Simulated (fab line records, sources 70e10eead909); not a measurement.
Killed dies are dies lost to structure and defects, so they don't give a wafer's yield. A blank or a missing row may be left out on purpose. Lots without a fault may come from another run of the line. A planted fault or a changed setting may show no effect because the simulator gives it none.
A struck lot beside a sound one | flow nand_harc | 14 steps out of a route of 1159
Sound: wafers L491.1, L491.3, L491.6. Struck: wafers L501.2, L501.4, L501.5. The cause comes at the end.
At each step with rows: each side's tool, then ch and its chambers, then its first start. Under that, the readings that differ: sound wafers | struck wafers | difference of the means | sigmas: that difference in standard deviations of wafers without a fault.
alike: readings whose means differ by less than 2 such deviations, and words and numbers that are the same on both sides. not compared: withheld readings, readings that some wafer has no value for, bounds like >300 that may hide the same value, and numbers for which the record gives no deviation and whose values overlap.
The two part at a step that has a row with sigmas, a row that says differs or no value, or rows on one side only. Numbers that don't overlap but have no deviation are shown without sigmas and don't part them. A reading that every wafer of one side lacks parts them only if that side has two wafers or more.

first, 5 steps without rows for these wafers: NHARC_P_GATE_SOFTBAKE_21 (time 55 s); NHARC_P_GATE_EBR_22; NHARC_P_GATE_EXPOSE_23 (exposes mask P GATE, target cd 120 nm); NHARC_P_GATE_PEB_24 (peb time 65 s); NHARC_P_GATE_DEVELOP_25 (develop time 35 s).
NHARC_P_GATE_CD_MEAS_26: target cd 120 nm.
  sound on cd_sem-03 ch 0, day 5 06:26; struck on cd_sem-03 ch 0, day 8 00:26
  alike: cd_nm
NHARC_P_GATE_OVL_MEAS_27:
  sound on overlay-01, day 5 06:31; struck on overlay-01, day 8 00:32
  alike: overlay_x_nm, overlay_y_nm
NHARC_P_GATE_INSPECT_28:
  sound on defect_inspect-01, day 5 06:34; struck on defect_inspect-02, day 8 00:34
  alike: raw_defect_count
NHARC_P_GATE_DESCUM_31: chemistry O2, time 3 s.
  sound on rie_diel-03 ch 0,1, day 5 06:39; struck on rie_diel-01 ch 0,1,2, day 8 00:38
  alike: drypump_motor_current_A, oes_product_au, rf_vpp_V, showerhead_plenum_p_Torr, throttle_valve_pct
  not compared: rf_hours_counter_h
NHARC_P_GATE_ETCH_104: etches the open film in CF4/CHF3, target depth 60 nm.
  sound on rie_diel-03 ch 1,2, day 5 06:50; struck on rie_diel-01 ch 0,1,2, day 8 00:44
  reading      | sound             | struck            | difference | sigmas
  rf_vpp_V (V) | 371.3 367.3 368.1 | 375.8 371.9 373.5 | +4.8       | +2
  alike: drypump_motor_current_A, oes_product_au, rf_fwd_power_W, showerhead_plenum_p_Torr, throttle_valve_pct
NHARC_P_GATE_HM_OPEN_105: chemistry O2/COS, target depth 360 nm.
  sound on rie_diel-03 ch 0,1; struck on rie_diel-01 ch 0,2,3
  alike: drypump_motor_current_A, oes_product_au, rf_fwd_power_W, rf_vpp_V, showerhead_plenum_p_Torr, throttle_valve_pct
  not compared: rf_hours_counter_h
then, 1 step without rows for these wafers: NHARC_P_GATE_STRIP_106 (strips in O2/COS).
NHARC_P_GATE_ETCH_114: etches the open film in CF4/O2, target depth 30 nm, overetch 3 nm, time 16.5 s.
  sound on rie_diel-03 ch 0,1, day 5 07:00; struck on rie_diel-03 ch 0,3, day 8 01:06
  reading               | sound             | struck            | difference | sigmas
  oes_product_au (a.u.) | 1.002 0.984 1.001 | 0.929 0.913 0.917 | -0.076     | -5
  rf_fwd_power_W (W)    | 290.9 291.1 291.6 | 294.2 293.0 294.2 | +2.6       | +2
  alike: drypump_motor_current_A, rf_vpp_V, showerhead_plenum_p_Torr, throttle_valve_pct
  not compared: rf_hours_counter_h
NHARC_P_GATE_ETCH_32: etches the open film in HBr/Cl2, target depth 150 nm, time 100.1 s.
  sound on rie_si-02 ch 0,1,3, day 5 07:16; struck on rie_si-02 ch 1,3, day 8 01:12
  alike: drypump_motor_current_A, oes_product_au, rf_fwd_power_W, throttle_valve_pct
  not compared: rf_hours_counter_h

WHERE THEY PART
First at NHARC_P_GATE_ETCH_104; last, within this record, at NHARC_P_GATE_ETCH_114. Later steps at which nothing parts them and some readings are alike: NHARC_P_GATE_ETCH_32.

WHY: what the simulator had put in
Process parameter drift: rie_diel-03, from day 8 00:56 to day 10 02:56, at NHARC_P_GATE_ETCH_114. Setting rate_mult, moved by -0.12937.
